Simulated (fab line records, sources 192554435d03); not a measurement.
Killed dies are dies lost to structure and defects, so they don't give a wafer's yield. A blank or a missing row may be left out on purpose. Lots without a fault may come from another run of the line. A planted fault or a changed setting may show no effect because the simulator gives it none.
Chamber matching | flow n5_finfet | N5_HKMG_FIN_ETCH_35 on rie_diel-01: 4 sister chambers
The step etches SOC in N2/H2, target depth 215.8 nm, time 243.4 s. 4 wafers are shown with their chamber, then 11 later ones without.

WAFERS WITH THEIR CHAMBER
wafer  | chamber | showerhead_plenum_p_Torr (Torr)
L086.1 | 2       | 2.40
L089.3 | 3       | 2.58
L089.4 | 0       | 2.49
L091.1 | 1       | 2.62

WAFERS WITHOUT THEIR CHAMBER
wafer  | showerhead_plenum_p_Torr (Torr)
L091.2 | 2.48
L091.4 | 2.40
L093.2 | 2.58
L093.3 | 2.48
L093.5 | 2.48
L096.1 | 2.57
L096.5 | 2.48
L096.6 | 2.57
L097.1 | 2.48
L097.3 | 2.61
L097.5 | 2.57

WHICH CHAMBER EACH WENT THROUGH
wafer  | from the rows above | in truth
L091.2 | 0                   | 0
L091.4 | 2                   | 2
L093.2 | 3                   | 3
L093.3 | 0                   | 0
L093.5 | 0                   | 0
L096.1 | 3                   | 3
L096.5 | 0                   | 0
L096.6 | 3                   | 3
L097.1 | 0                   | 0
L097.3 | 1                   | 1
L097.5 | 3                   | 3
Placed correctly: 11 of 11. Can't be placed from these rows: 0. Placed wrongly: 0.
How it was worked out, from the rows above alone: a wafer's distance from a chamber is the root of the sum, over the readings, of the square of ((its reading less the chamber's mean) divided by the reading's scatter). The wafer belongs to the nearest chamber; if the next one is less than 2 further off, it can't be placed. A chamber's mean is the mean of its shown wafers. The scatter: with one shown wafer a chamber, the root of the mean of the squares of how far each hidden wafer lies from its nearest shown one.
